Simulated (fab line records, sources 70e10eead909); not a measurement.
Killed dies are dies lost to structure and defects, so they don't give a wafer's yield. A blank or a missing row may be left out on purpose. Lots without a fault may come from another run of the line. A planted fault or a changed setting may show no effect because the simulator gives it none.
fab line records | flow nand_harc
record lots=24 wafers=72 last_day=34
route steps=1302 shown A_CONTACT@1052
lots that met no fault: from a run of the same line without faults
start_h: hours from the record's first day to the start of the lot's first wafer shown | wait_h: hours since the lot's step before | " the same as in the row above | L1.1+2: a row that stands for several wafers | - no value, or no start given | * or withheld: withheld | < > ~ a bound
route shown NAME@n: a module of which the file shows steps, and the number in the route of the first | usual: mean/standard deviation of fault-free wafers | same: alike in all rows | chamber/n: place in a boat | sites: the reading at each site | _std_site: their standard deviation | _edge_site: outer sites' mean less inner sites' | radius_mm: how far each site lies from the wafer's centre | mask NAME#n: copy n | behind: the tool/chamber that last shaped the wafer | hold: why the lot was held/for how many hours/how that ended | device: the transistor (n, p or np) that didn't switch | end of line: the same wafers' tests at the end of the route | a step without rows: its recipe alone | killed: dies lost to structure and defects at the first sort, not the wafer's yield | map: a wafer's dies, x killed, . not, _ none there
set.NAME: the setting as run; set.NAME@STEP: as run at that earlier step | model.NAME: the simulator's own value behind a step, which no gauge read
steps of the route over a sample of lots; a table a step, a row a wafer
services: from which hour (start_h, from the record's first day; less than 0 if before it) a tool's chamber was out of use, for how many hours, and why
## steps
# step NHARC_A_CONTACT_ETCH_129
# recipe source_w=withheld pressure_mtorr=20 bias_v=3000 time_s=197 target_depth_a=19180 ar_flow_sccm=withheld c4f8_flow_sccm=withheld o2_flow_sccm=withheld chemistry=C4F8/O2/Ar
# columns lot.wafer tool chamber start_h wait_h rf_hours_counter_h
L076.2 har_cap_etch-03 0 514.64 0.1 42
L076.1 " 1 " " 42
L076.3 " 1 " " -
L075.3 har_cap_etch-02 1 514.92 0.1 -
L075.5 " 0 " " -
L075.6 " 1 " " -
L074.2 har_cap_etch-01 0 517.77 0.1 1
L074.1 " 1 " " 1
L074.5 " 1 " " -
L077.2 har_cap_etch-02 1 530.17 0.1 96
L077.3 " 1 " " -
L077.6 " 1 " " -
L078.2 har_cap_etch-02 0 543.98 0.1 98
L078.4 " 1 " " -
L078.5 " 1 " " -
L079.3 har_cap_etch-03 1 565.83 0.1 -
L079.4 " 0 " " -
L079.5 " 0 " " -
L082.1 har_cap_etch-02 0 572.77 0.1 102
L082.5 " 1 " " -
L082.6 " 0 " " -
L080.3 har_cap_etch-01 1 573.46 0.1 -
L080.5 " 1 " " -
L080.6 " 0 " " -
L081.1 har_cap_etch-02 1 599.80 0.1 107
L081.4 " 0 " " -
L081.3 " 1 " " -
L083.1 har_cap_etch-01 0 605.19 0.1 16
L083.6 " 1 " " -
L083.5 " 0 " " -
L085.1 har_cap_etch-03 1 608.74 0.1 58
L085.3 " 0 " " -
L085.5 " 1 " " -
L084.1 har_cap_etch-02 0 610.24 0.1 109
L084.3 " 1 " " -
L084.6 " 0 " " -
L086.1 har_cap_etch-01 0 629.57 0.1 21
L086.4 " 1 " " -
L086.5 " 0 " " -
L088.1 har_cap_etch-01 0 645.51 0.2 25
L088.4 " 1 " " -
L088.5 " 0 " " -
L090.2 har_cap_etch-02 0 649.59 0.1 117
L090.1 " 1 " " 117
L090.3 " 1 " " -
L087.2 har_cap_etch-01 1 651.26 0.1 26
L087.1 " 0 " " 26
L087.3 " 0 " " -
L091.1 har_cap_etch-03 0 655.20 0.1 69
L091.5 " 0 " " -
L091.6 " 1 " " -
L089.3 har_cap_etch-01 1 658.25 0.1 -
L089.5 " 0 " " -
L089.6 " 1 " " -
L092.2 har_cap_etch-03 0 674.47 0.1 74
L092.1 " 1 " " 74
L092.5 " 0 " " -
L095.1 har_cap_etch-02 1 699.16 0.1 125
L095.3 " 0 " " -
L095.4 " 1 " " -
L094.1 har_cap_etch-03 0 703.06 0.1 78
L094.3 " 1 " " -
L094.4 " 0 " " -
L093.2 har_cap_etch-01 1 705.52 0.1 36
L093.4 " 1 " " -
L093.6 " 1 " " -
L096.1 har_cap_etch-02 0 734.51 0.1 130
L096.4 " 0 " " -
L096.6 " 0 " " -
L097.1 har_cap_etch-03 1 737.40 0.1 83
L097.2 " 0 " " 83
L097.5 " 0 " " -
# step NHARC_A_CONTACT_ETCH_130
# recipe source_w=withheld pressure_mtorr=20 bias_v=3000 time_s=197 target_depth_a=19180 ar_flow_sccm=withheld c4f8_flow_sccm=withheld o2_flow_sccm=withheld chemistry=C4F8/O2/Ar
# columns lot.wafer tool chamber start_h wait_h rf_hours_counter_h
L076.2 har_cap_etch-03 0 514.82 0.1 42
L076.1 " 1 " " 42
L076.3 " 1 " " -
L075.3 har_cap_etch-02 1 515.10 0.1 -
L075.5 " 0 " " -
L075.6 " 1 " " -
L074.2 har_cap_etch-01 0 517.95 0.1 1
L074.1 " 1 " " 1
L074.5 " 1 " " -
L077.2 har_cap_etch-02 1 530.35 0.1 96
L077.3 " 1 " " -
L077.6 " 1 " " -
L078.2 har_cap_etch-02 0 544.16 0.1 98
L078.4 " 1 " " -
L078.5 " 1 " " -
L079.3 har_cap_etch-03 1 566.00 0.1 -
L079.4 " 0 " " -
L079.5 " 0 " " -
L082.1 har_cap_etch-02 0 572.95 0.1 102
L082.5 " 1 " " -
L082.6 " 0 " " -
L080.3 har_cap_etch-01 1 573.64 0.1 -
L080.5 " 1 " " -
L080.6 " 0 " " -
L081.1 har_cap_etch-02 1 599.98 0.1 107
L081.4 " 0 " " -
L081.3 " 1 " " -
L083.1 har_cap_etch-01 0 605.37 0.1 16
L083.6 " 1 " " -
L083.5 " 0 " " -
L085.1 har_cap_etch-03 1 608.92 0.1 58
L085.3 " 0 " " -
L085.5 " 1 " " -
L084.1 har_cap_etch-02 0 610.42 0.1 109
L084.3 " 1 " " -
L084.6 " 0 " " -
L086.1 har_cap_etch-01 0 629.75 0.1 21
L086.4 " 1 " " -
L086.5 " 0 " " -
L088.1 har_cap_etch-01 0 645.74 0.2 25
L088.4 " 1 " " -
L088.5 " 0 " " -
L090.2 har_cap_etch-02 0 649.77 0.1 117
L090.1 " 1 " " 117
L090.3 " 1 " " -
L087.2 har_cap_etch-01 1 651.43 0.1 27
L087.1 " 0 " " 27
L087.3 " 0 " " -
L091.1 har_cap_etch-03 0 655.38 0.1 69
L091.5 " 0 " " -
L091.6 " 1 " " -
L089.3 har_cap_etch-01 1 658.42 0.1 -
L089.5 " 0 " " -
L089.6 " 1 " " -
L092.2 har_cap_etch-03 0 674.65 0.1 74
L092.1 " 1 " " 74
L092.5 " 0 " " -
L095.1 har_cap_etch-02 1 699.33 0.1 125
L095.3 " 0 " " -
L095.4 " 1 " " -
L094.1 har_cap_etch-03 0 703.24 0.1 78
L094.3 " 1 " " -
L094.4 " 0 " " -
L093.2 har_cap_etch-01 1 705.69 0.1 36
L093.4 " 1 " " -
L093.6 " 1 " " -
L096.1 har_cap_etch-02 0 734.69 0.1 130
L096.4 " 0 " " -
L096.6 " 0 " " -
L097.1 har_cap_etch-03 1 737.58 0.1 83
L097.2 " 0 " " 83
L097.5 " 0 " " -
# step NHARC_A_CONTACT_ETCH_89
# recipe target_depth_a=2600 over_etch_frac=0.3 time_s=475.3 ion_energy_ev=200 n2_flow_sccm=150 h2_flow_sccm=150 ar_flow_sccm=0 rf_w=400 bias_w=150 chemistry=N2/H2
# usual drypump_motor_current_A=5.9/0.49 oes_product_au=1.000/0.011 rf_fwd_power_W=399.4/1 rf_vpp_V=431/3.1 showerhead_plenum_p_Torr=2.06/0.11 throttle_valve_pct=14.171/0.0088
# columns lot.wafer tool chamber start_h wait_h drypump_motor_current_A oes_product_au rf_fwd_power_W rf_hours_counter_h rf_vpp_V showerhead_plenum_p_Torr throttle_valve_pct
L076.1 rie_diel-11 1 - - 6.2 1.006 400.4 23 429 1.97 14.181
L076.3 " 2 " " 6.6 0.979 400.8 26 430 1.99 14.162
L076.2 " 3 " " 6.1 1.006 399.9 25 432 2.06 14.183
L075.3 rie_diel-08 1 - - 6.5 1.007 399.6 51 428 1.97 14.178
L075.5 " 1 " " 6.5 1.005 399.3 - 430 1.97 14.170
L075.6 " 2 " " 5.5 0.986 399.4 - 430 2.05 14.164
L074.2 rie_diel-09 2 - - 6.0 0.987 396.9 3 435 2.22 14.174
L074.1 " 0 " " 5.2 1.011 399.2 2 434 2.17 14.171
L074.5 " 2 " " 6.0 0.990 398.6 - 435 2.22 14.169
L077.3 rie_diel-11 0 - - 6.2 1.000 400.0 29 425 1.89 14.165
L077.2 " 2 " " 6.6 0.984 397.5 35 429 1.99 14.189
L077.6 " 0 " " 6.2 0.993 399.0 - 426 1.89 14.183
L078.2 rie_diel-09 3 - - 5.7 1.006 400.3 6 429 2.01 14.174
L078.5 " 0 " " 5.1 1.017 399.3 - 434 2.17 14.166
L078.4 " 2 " " 6.0 1.005 397.8 - 435 2.22 14.171
L079.4 rie_diel-09 2 - - 6.0 1.001 400.0 10 435 2.21 14.156
L079.3 " 0 " " 5.2 1.013 399.4 9 433 2.17 14.176
L079.5 " 2 " " 6.0 0.993 398.6 - 435 2.21 14.181
L082.1 rie_diel-09 3 - - 5.7 1.001 398.8 10 431 2.01 14.169
L082.5 " 1 " " 6.3 1.015 398.8 - 427 1.92 14.160
L082.6 " 2 " " 6.0 0.981 398.8 - 437 2.21 14.195
L080.3 rie_diel-09 2 - - 6.0 0.999 400.5 12 435 2.21 14.183
L080.5 " 1 " " 6.3 1.015 399.6 - 427 1.92 14.162
L080.6 " 2 " " 6.0 0.997 399.1 - 436 2.21 14.164
L081.3 rie_diel-09 1 - - 6.3 1.003 399.8 16 428 1.92 14.176
L081.4 " 3 " " 5.7 1.012 399.5 14 430 2.01 14.173
L081.1 " 0 " " 5.1 1.016 398.5 15 433 2.17 14.167
L083.1 rie_diel-08 0 - - 4.9 0.989 399.1 18 434 2.19 14.171
L083.6 " 1 " " 6.5 1.003 399.1 - 428 1.97 14.172
L083.5 " 2 " " 5.5 1.007 398.7 - 430 2.04 14.164
L085.1 rie_diel-08 1 - - 6.5 1.015 400.4 15 429 1.97 14.176
L085.3 " 2 " " 5.5 1.016 398.2 18 430 2.04 14.165
L085.5 " 1 " " 6.4 1.022 397.7 - 429 1.97 14.161
L084.3 rie_diel-08 1 - - 6.5 1.015 400.2 16 429 1.96 14.173
L084.1 " 3 " " 6.3 0.982 398.4 21 433 2.16 14.170
L084.6 " 0 " " 4.9 1.000 399.7 - 434 2.19 14.160
L086.1 rie_diel-09 1 - - 6.3 1.004 400.6 19 426 1.92 14.159
L086.4 " 3 " " 5.7 0.994 401.3 17 429 2.01 14.166
L086.5 " 1 " " 6.3 1.003 400.0 - 426 1.92 14.174
L088.1 rie_diel-11 2 - - 6.6 0.980 398.9 11 429 1.98 14.164
L088.4 " 3 " " 6.1 0.994 399.1 8 431 2.04 14.173
L088.5 " 1 " " 6.2 1.003 397.9 - 429 1.96 14.170
L090.1 rie_diel-08 2 - - 5.5 1.003 401.1 34 431 2.03 14.166
L090.2 " 3 " " 6.2 0.996 399.0 35 435 2.16 14.163
L090.3 " 1 " " 6.5 1.016 401.1 33 430 1.96 14.175
L087.2 rie_diel-09 2 - - 6.0 0.988 397.8 28 436 2.21 14.164
L087.1 " 3 " " 5.7 1.007 399.6 24 430 2.00 14.174
L087.3 " 1 " " 6.4 1.009 398.9 27 427 1.91 14.171
L091.1 rie_diel-11 3 - - 6.1 0.987 399.6 13 429 2.04 14.172
L091.5 " 3 " " 6.1 0.993 400.4 - 431 2.04 14.173
L091.6 " 0 " " 6.2 0.990 397.5 - 436 2.21 14.173
L089.3 rie_diel-09 3 - - 5.7 1.004 398.9 26 431 2.00 14.167
L089.6 " 2 " " 6.0 0.995 399.6 - 436 2.21 14.175
L089.5 " 3 " " 5.7 1.003 399.5 - 429 2.00 14.180
L092.1 rie_diel-11 3 - - 6.1 0.989 400.2 22 432 2.04 14.171
L092.2 " 0 " " 6.2 0.986 396.4 19 435 2.21 14.179
L092.5 " 3 " " 6.1 0.994 400.8 - 429 2.04 14.166
L095.1 rie_diel-11 1 - - 6.2 1.014 401.2 26 428 1.95 14.163
L095.3 " 0 " " 6.2 1.012 401.2 27 435 2.21 14.166
L095.4 " 1 " " 6.2 1.019 401.0 - 427 1.95 14.170
L094.3 rie_diel-08 2 - - 5.5 1.011 398.9 48 431 2.03 14.171
L094.1 " 0 " " 4.8 1.000 398.4 52 434 2.18 14.178
L094.4 " 0 " " 4.8 0.990 398.7 - 434 2.18 14.176
L093.4 rie_diel-09 0 - - 5.1 0.988 399.1 4 434 2.16 14.174
L093.2 " 3 " " 5.7 0.967 399.3 4 431 2.00 14.178
L093.6 " 0 " " 5.2 0.995 398.8 - 434 2.16 14.161
L096.4 rie_diel-09 1 - - 6.3 1.003 397.9 12 428 1.91 14.185
L096.1 " 3 " " 5.7 0.982 399.9 9 430 2.00 14.154
L096.6 " 0 " " 5.2 0.994 397.8 - 433 2.16 14.162
L097.2 rie_diel-09 0 - - 5.2 0.991 401.8 12 435 2.16 14.173
L097.1 " 1 " " 6.3 1.006 401.0 13 427 1.91 14.184
L097.5 " 3 " " 5.7 0.983 399.7 - 429 2.00 14.181
# step NHARC_A_CONTACT_ETCH_92
# recipe target_depth_a=400 over_etch_frac=0.5 time_s=85.7 ion_energy_ev=120 ch3f_flow_sccm=50 o2_flow_sccm=30 ar_flow_sccm=200 rf_w=500 bias_w=100 chemistry=CH3F/O2
# usual drypump_motor_current_A=5.9/0.5 oes_product_au=0.95/0.034 rf_fwd_power_W=496.6/2.3 rf_vpp_V=244.9/2 showerhead_plenum_p_Torr=2.50/0.13 throttle_valve_pct=20.665/0.0099
# columns lot.wafer tool chamber start_h wait_h drypump_motor_current_A oes_product_au rf_fwd_power_W rf_hours_counter_h rf_vpp_V showerhead_plenum_p_Torr throttle_valve_pct
L076.1 rie_diel-09 1 524.24 0.5 6.3 0.93 499.6 3 242.0 2.33 20.667
L076.3 " 3 " " 5.7 0.93 497.6 3 243.8 2.43 20.686
L076.2 " 0 " " 5.1 0.93 496.8 2 246.7 2.61 20.666
L075.3 rie_diel-09 2 524.37 0.4 6.0 1.00 495.4 4 246.9 2.66 20.667
L075.6 " 3 " " 5.7 1.00 499.8 - 243.9 2.43 20.655
L075.5 " 0 " " 5.2 1.01 498.8 - 247.1 2.61 20.661
L074.1 rie_diel-09 2 526.17 0.5 6.0 0.92 494.4 4 247.4 2.66 20.655
L074.2 " 3 " " 5.7 0.93 499.4 3 244.0 2.43 20.665
L074.5 " 1 " " 6.4 0.94 498.4 - 242.9 2.33 20.655
L077.3 rie_diel-09 0 539.27 0.4 5.2 0.94 498.9 5 245.1 2.60 20.668
L077.2 " 1 " " 6.3 0.94 498.6 6 241.0 2.33 20.681
L077.6 " 3 " " 5.7 0.93 493.7 - 243.3 2.42 20.664
L078.2 rie_diel-08 0 554.37 0.5 4.8 0.99 500.0 0 245.0 2.63 20.661
L078.4 " 1 " " 6.5 1.01 494.2 0 243.0 2.38 20.668
L078.5 " 3 " " 6.3 0.98 499.2 - 246.2 2.61 20.667
L079.4 rie_diel-08 2 575.13 0.4 5.5 1.01 495.6 5 243.8 2.46 20.663
L079.3 " 3 " " 6.3 0.99 497.7 6 247.3 2.61 20.665
L079.5 " 2 " " 5.5 1.01 494.6 - 244.9 2.46 20.644
L082.1 rie_diel-09 3 581.02 0.5 5.7 0.93 499.0 10 244.8 2.42 20.669
L082.5 " 2 " " 6.0 0.93 493.8 - 247.5 2.66 20.664
L082.6 " 3 " " 5.7 0.92 500.2 - 243.1 2.42 20.668
L080.3 rie_diel-09 3 583.90 0.4 5.7 0.93 498.8 11 243.6 2.42 20.663
L080.5 " 2 " " 6.0 0.92 494.9 - 247.6 2.66 20.643
L080.6 " 3 " " 5.7 0.92 497.8 - 244.5 2.42 20.669
L081.3 rie_diel-09 1 611.50 0.4 6.3 0.95 501.0 16 241.9 2.32 20.645
L081.1 " 2 " " 6.0 0.93 493.5 17 247.4 2.65 20.669
L081.4 " 0 " " 5.2 0.94 495.7 15 245.7 2.60 20.658
L083.1 rie_diel-09 3 613.64 0.5 5.7 1.00 497.0 15 243.6 2.42 20.688
L083.6 " 2 " " 6.0 1.00 496.2 - 246.0 2.65 20.667
L083.5 " 3 " " 5.7 1.00 499.3 - 244.1 2.42 20.655
L085.1 rie_diel-08 2 617.10 0.5 5.5 0.93 494.3 19 244.5 2.45 20.680
L085.3 " 3 " " 6.3 0.91 498.6 21 246.8 2.60 20.655
L085.5 " 1 " " 6.5 0.94 494.9 - 242.9 2.37 20.657
L084.3 rie_diel-08 0 620.78 0.4 4.8 0.93 497.6 21 248.1 2.62 20.662
L084.1 " 1 " " 6.5 0.94 496.7 17 244.8 2.37 20.665
L084.6 " 3 " " 6.3 0.93 498.3 - 245.8 2.60 20.688
L086.4 rie_diel-11 2 637.89 0.4 6.6 0.98 495.7 6 243.5 2.39 20.669
L086.1 " 3 " " 6.1 0.98 493.5 4 242.8 2.46 20.672
L086.5 " 2 " " 6.6 0.97 497.1 - 244.6 2.39 20.667
L088.1 rie_diel-08 2 657.00 0.5 5.5 0.94 495.5 34 243.2 2.45 20.665
L088.4 " 3 " " 6.3 0.93 498.5 35 245.5 2.59 20.665
L088.5 " 1 " " 6.5 0.95 496.3 - 244.6 2.37 20.658
L090.2 rie_diel-09 3 660.77 0.5 5.7 0.92 497.8 25 245.2 2.42 20.668
L090.3 " 0 " " 5.2 0.93 496.3 25 247.1 2.60 20.659
L090.1 " 2 " " 6.0 0.90 494.3 28 247.9 2.65 20.662
L087.2 rie_diel-09 1 662.80 0.5 6.3 0.93 499.7 28 242.4 2.32 20.671
L087.1 " 2 " " 6.0 0.92 494.8 29 246.2 2.65 20.661
L087.3 " 3 " " 5.7 0.92 496.2 26 243.4 2.42 20.670
L091.1 rie_diel-09 3 664.30 0.5 5.7 0.91 496.8 26 245.7 2.42 20.671
L091.6 " 1 " " 6.3 0.93 502.0 - 242.5 2.32 20.646
L091.5 " 2 " " 6.0 0.91 495.5 - 248.1 2.65 20.658
L089.3 rie_diel-11 2 667.60 0.4 6.6 0.98 498.1 19 243.2 2.39 20.676
L089.6 " 0 " " 6.2 0.99 496.6 - 247.6 2.65 20.683
L089.5 " 1 " " 6.2 1.01 494.4 - 243.9 2.36 20.652
L092.1 rie_diel-09 2 685.34 0.5 6.0 0.99 491.1 0 246.7 2.65 20.676
L092.2 " 1 " " 6.3 1.00 494.4 0 243.5 2.32 20.666
L092.5 " 2 " " 6.0 0.99 494.4 - 246.9 2.65 20.662
L095.4 rie_diel-09 1 708.56 0.4 6.3 0.93 496.7 4 241.8 2.31 20.661
L095.1 " 2 " " 6.0 0.91 494.4 4 246.9 2.65 20.651
L095.3 " 0 " " 5.2 0.94 496.0 3 246.7 2.59 20.678
L094.3 rie_diel-11 0 712.07 0.4 6.2 1.00 497.2 28 246.9 2.65 20.666
L094.1 " 1 " " 6.2 1.01 495.7 28 243.4 2.36 20.670
L094.4 " 2 " " 6.6 0.90 496.4 28 242.6 2.38 20.669
L093.2 rie_diel-09 1 714.32 0.5 6.3 0.93 497.5 4 242.2 2.31 20.684
L093.4 " 3 " " 5.7 0.91 502.1 4 243.0 2.41 20.688
L093.6 " 0 " " 5.2 0.93 497.8 - 247.8 2.59 20.655
L096.4 rie_diel-08 2 751.36 0.4 5.5 0.94 494.9 6 244.0 2.44 20.679
L096.1 " 0 " " 4.8 0.92 498.7 4 246.8 2.61 20.670
L096.6 " 2 " " 5.5 0.92 495.9 - 244.1 2.44 20.673
L097.2 rie_diel-08 3 752.95 0.5 6.2 0.93 499.3 4 245.9 2.59 20.639
L097.1 " 2 " " 5.5 0.93 496.2 6 244.9 2.44 20.660
L097.5 " 0 " " 4.9 0.92 498.7 - 246.2 2.61 20.673
# step NHARC_A_CONTACT_CD_MEAS_15
# usual cd_nm=190.0/0.65
# columns lot.wafer tool chamber start_h wait_h cd_nm
L076.1 cd_sem-03 - 524.50 - 190.0
L076.2 " - " " 190.9
L076.3 " - " " 190.2
L075.3 cd_sem-02 - 524.55 - 190.3
L075.5 " - " " 191.0
L075.6 " - " " 189.9
L074.1 cd_sem-01 - 526.38 - 190.7
L074.2 " - " " 190.3
L074.5 " - " " 189.8
L077.2 cd_sem-01 - 539.47 - 188.8
L077.3 " - " " 189.4
L077.6 " - " " 189.1
L078.2 cd_sem-03 - 554.58 - 190.5
L078.4 " - " " 189.3
L078.5 " - " " 189.4
L079.3 cd_sem-03 - 575.34 - 189.1
L079.4 " - " " 188.5
L079.5 " - " " 188.7
L082.1 cd_sem-03 - 581.38 - 190.9
L082.5 " - " " 190.8
L082.6 " - " " 191.1
L080.3 cd_sem-01 - 584.11 - 190.6
L080.5 " - " " 190.1
L080.6 " - " " 190.3
L081.1 cd_sem-01 - 611.72 - 190.4
L081.3 " - " " 189.5
L081.4 " - " " 190.2
L083.1 cd_sem-03 - 613.86 - 189.9
L083.5 " - " " 190.5
L083.6 " - " " 191.0
L085.1 cd_sem-03 - 617.29 - 190.4
L085.3 " - " " 190.9
L085.5 " - " " 190.4
L084.1 cd_sem-03 - 620.97 - 189.9
L084.3 " - " " 190.7
L084.6 " - " " 190.6
L086.1 cd_sem-03 - 638.09 - 189.4
L086.4 " - " " 189.7
L086.5 " - " " 189.7
L088.1 cd_sem-03 - 657.19 - 188.6
L088.4 " - " " 189.1
L088.5 " - " " 188.8
L090.1 cd_sem-02 - 661.69 - 191.1
L090.2 " - " " 191.7
L090.3 " - " " 190.8
L087.1 cd_sem-03 - 663.01 - 190.1
L087.2 " - " " 189.3
L087.3 " - " " 190.4
L091.1 cd_sem-03 - 664.49 - 190.4
L091.5 " - " " 190.3
L091.6 " - " " 189.9
L089.3 cd_sem-01 - 667.80 - 190.8
L089.5 " - " " 190.4
L089.6 " - " " 190.6
L092.1 cd_sem-02 - 685.56 - 189.8
L092.2 " - " " 189.4
L092.5 " - " " 189.3
L095.1 cd_sem-02 - 708.77 - 188.8
L095.3 " - " " 188.9
L095.4 " - " " 189.2
L094.1 cd_sem-02 - 712.32 - 190.2
L094.3 " - " " 190.1
L094.4 " - " " 190.8
L093.2 cd_sem-03 - 714.53 - 190.0
L093.4 " - " " 190.3
L093.6 " - " " 189.5
L096.1 cd_sem-01 - 751.56 - 190.1
L096.4 " - " " 189.3
L096.6 " - " " 189.6
L097.1 cd_sem-01 - 753.16 - 189.3
L097.2 " - " " 190.6
L097.5 " - " " 190.2
# step NHARC_A_CONTACT_ETCH_110
# recipe target_depth_a=600 overetch_a=60 time_s=33 ion_energy_ev=100 cf4_flow_sccm=80 o2_flow_sccm=20 ar_flow_sccm=0 rf_w=300 bias_w=100 chemistry=CF4/O2
# usual drypump_motor_current_A=5.9/0.5 oes_product_au=1.000/0.012 rf_fwd_power_W=295.9/1.9 rf_vpp_V=198.0/1.6 showerhead_plenum_p_Torr=1.35/0.067 throttle_valve_pct=13.397/0.0093
# columns lot.wafer tool chamber start_h wait_h drypump_motor_current_A oes_product_au rf_fwd_power_W rf_hours_counter_h rf_vpp_V showerhead_plenum_p_Torr throttle_valve_pct
L075.3 rie_diel-09 0 524.84 0.1 5.2 1.012 296.2 2 200.3 1.42 13.408
L075.5 " 0 " " 5.2 1.016 297.1 - 199.7 1.42 13.400
L075.6 " 1 " " 6.3 1.026 297.4 - 195.6 1.26 13.384
L076.2 rie_diel-11 3 524.93 0.2 6.1 1.001 291.9 27 198.2 1.34 13.387
L076.3 " 0 " " 6.2 0.999 295.7 24 197.5 1.24 13.391
L076.1 " 2 " " 6.6 0.994 296.7 28 196.9 1.31 13.408
L074.2 rie_diel-09 1 526.67 0.1 6.3 1.015 296.7 3 197.2 1.26 13.381
L074.1 " 3 " " 5.7 1.006 297.0 3 197.6 1.32 13.407
L074.5 " 1 " " 6.3 1.018 297.1 - 195.1 1.26 13.376
L077.3 rie_diel-11 2 539.75 0.1 6.6 0.995 296.4 36 197.6 1.30 13.397
L077.2 " 3 " " 6.1 0.997 293.9 33 197.3 1.34 13.401
L077.6 " 2 " " 6.6 0.985 297.0 - 195.9 1.30 13.405
L078.2 rie_diel-08 2 554.87 0.1 5.5 1.024 295.8 0 197.9 1.34 13.404
L078.4 " 0 " " 4.9 1.001 295.7 0 198.9 1.43 13.402
L078.5 " 2 " " 5.5 1.012 294.8 - 198.9 1.34 13.391
L079.4 rie_diel-09 2 575.78 0.1 6.0 1.005 292.8 11 200.4 1.44 13.391
L079.3 " 3 " " 5.7 1.008 296.8 10 196.9 1.32 13.412
L079.5 " 0 " " 5.2 1.020 296.5 - 198.8 1.41 13.398
L082.1 rie_diel-09 1 581.97 0.1 6.3 1.015 298.1 12 196.5 1.26 13.377
L082.6 " 0 " " 5.1 1.009 295.5 - 200.3 1.41 13.396
L082.5 " 1 " " 6.3 1.007 297.3 - 195.3 1.26 13.400
L080.3 rie_diel-09 3 584.40 0.0 5.7 0.998 298.1 11 198.2 1.32 13.414
L080.5 " 3 " " 5.7 0.995 296.6 - 198.2 1.32 13.415
L080.6 " 0 " " 5.1 1.017 295.3 - 199.6 1.41 13.396
L081.3 rie_diel-11 3 612.05 0.1 6.1 1.000 293.9 55 198.6 1.34 13.400
L081.1 " 0 " " 6.2 1.003 293.8 55 195.5 1.24 13.388
L081.4 " 0 " " 6.2 1.006 295.4 - 194.5 1.24 13.392
L083.1 rie_diel-09 1 614.16 0.1 6.3 1.005 298.2 17 196.0 1.26 13.397
L083.5 " 3 " " 5.7 1.008 296.2 - 196.5 1.31 13.389
L083.6 " 0 " " 5.2 1.012 295.9 - 198.7 1.41 13.394
L085.1 rie_diel-08 3 617.58 0.1 6.2 0.987 298.7 21 200.0 1.41 13.398
L085.3 " 1 " " 6.4 1.016 296.9 16 195.8 1.29 13.382
L085.5 " 0 " " 4.8 0.998 295.5 - 198.7 1.43 13.397
L084.1 rie_diel-08 3 621.35 0.1 6.2 0.984 297.3 22 198.2 1.41 13.414
L084.3 " 0 " " 4.8 0.992 297.3 22 199.8 1.43 13.399
L084.6 " 3 " " 6.3 0.985 298.0 - 199.2 1.41 13.390
L086.4 rie_diel-08 2 638.39 0.1 5.5 0.998 296.7 27 199.4 1.33 13.398
L086.1 " 0 " " 4.8 1.001 298.4 27 199.0 1.43 13.396
L086.5 " 2 " " 5.5 1.011 295.1 - 197.5 1.33 13.401
L088.1 rie_diel-08 1 657.49 0.1 6.5 1.018 296.9 33 195.9 1.29 13.388
L088.4 " 2 " " 5.5 1.009 295.7 34 198.6 1.33 13.398
L088.5 " 1 " " 6.5 1.026 296.6 - 196.4 1.28 13.396
L090.1 rie_diel-09 3 661.98 0.1 5.7 0.998 297.6 26 197.3 1.31 13.397
L090.3 " 0 " " 5.2 1.019 296.5 26 198.7 1.41 13.387
L090.2 " 2 " " 6.0 0.990 292.5 29 201.1 1.44 13.388
L087.3 rie_diel-11 2 663.34 0.1 6.5 0.982 297.3 15 195.8 1.30 13.409
L087.2 " 3 " " 6.1 0.992 294.0 14 197.7 1.34 13.408
L087.1 " 1 " " 6.2 1.000 294.3 15 197.2 1.28 13.396
L091.1 rie_diel-09 0 664.98 0.1 5.2 1.015 297.1 27 201.6 1.41 13.395
L091.6 " 2 " " 6.0 0.978 293.2 - 199.3 1.44 13.404
L091.5 " 3 " " 5.7 1.001 297.4 - 198.5 1.31 13.399
L089.3 rie_diel-11 0 668.10 0.1 6.2 0.994 297.2 16 200.7 1.44 13.394
L089.5 " 2 " " 6.6 0.982 296.3 - 196.1 1.29 13.408
L089.6 " 3 " " 6.1 0.974 293.7 - 199.4 1.33 13.388
L092.1 rie_diel-11 2 685.86 0.1 6.5 0.977 294.6 24 195.7 1.29 13.391
L092.2 " 3 " " 6.1 0.983 293.6 23 197.2 1.33 13.385
L092.5 " 0 " " 6.2 0.984 295.7 - 198.7 1.44 13.392
L095.1 rie_diel-09 2 709.06 0.1 6.0 0.989 293.7 4 198.8 1.44 13.395
L095.4 " 0 " " 5.2 0.995 297.0 3 201.0 1.41 13.386
L095.3 " 1 " " 6.3 1.011 297.1 4 196.0 1.26 13.397
L094.1 rie_diel-09 2 712.61 0.1 6.0 0.995 294.2 4 200.2 1.44 13.408
L094.3 " 3 " " 5.7 0.969 298.7 4 198.5 1.31 13.388
L094.4 " 1 " " 6.4 1.006 298.8 4 196.1 1.26 13.398
L093.2 rie_diel-09 1 714.82 0.1 6.3 1.001 296.8 5 196.7 1.26 13.386
L093.4 " 0 " " 5.2 1.000 296.9 4 200.0 1.41 13.403
L093.6 " 1 " " 6.3 1.018 298.1 - 195.1 1.26 13.410
L096.4 rie_diel-11 0 751.86 0.1 6.2 1.000 295.7 42 198.8 1.44 13.383
L096.1 " 2 " " 6.6 0.981 296.4 40 197.1 1.29 13.399
L096.6 " 1 " " 6.2 1.009 293.0 - 196.0 1.28 13.398
L097.1 rie_diel-11 2 753.45 0.0 6.5 0.979 296.6 40 197.2 1.29 13.391
L097.2 " 1 " " 6.2 1.009 294.0 41 197.1 1.28 13.407
L097.5 " 2 " " 6.5 0.992 295.5 - 197.3 1.29 13.395
## services
# columns tool chamber start_h hours kind
rie_diel-09 - 497.14 9.0 pm
rie_diel-09 0 497.14 9.0 vent_cycle
rie_diel-09 1 497.14 9.0 vent_cycle
rie_diel-09 2 497.14 9.0 vent_cycle
rie_diel-09 3 497.14 9.0 vent_cycle
har_cap_etch-01 - 498.16 17.0 pm
rie_diel-09 0 506.14 - clean
rie_diel-09 1 506.14 - clean
rie_diel-09 2 506.14 - clean
rie_diel-09 2 506.14 - consumable_replace:showerhead
rie_diel-09 1 539.40 16.1 repair
rie_diel-08 - 544.93 9.0 pm
rie_diel-08 1 558.67 8.7 repair
rie_diel-08 - 586.61 0.7 repair
rie_diel-11 1 592.30 20.3 repair
har_cap_etch-02 - 596.77 0.3 repair
rie_diel-11 - 612.99 9.0 pm
rie_diel-09 - 620.17 1.2 repair
rie_diel-09 - 674.14 9.0 pm
rie_diel-08 3 700.99 14.5 repair
rie_diel-11 2 702.89 3.4 repair
har_cap_etch-01 - 707.27 0.3 repair
rie_diel-08 - 723.74 9.0 pm
rie_diel-09 3 725.36 9.6 repair
## key
fault none
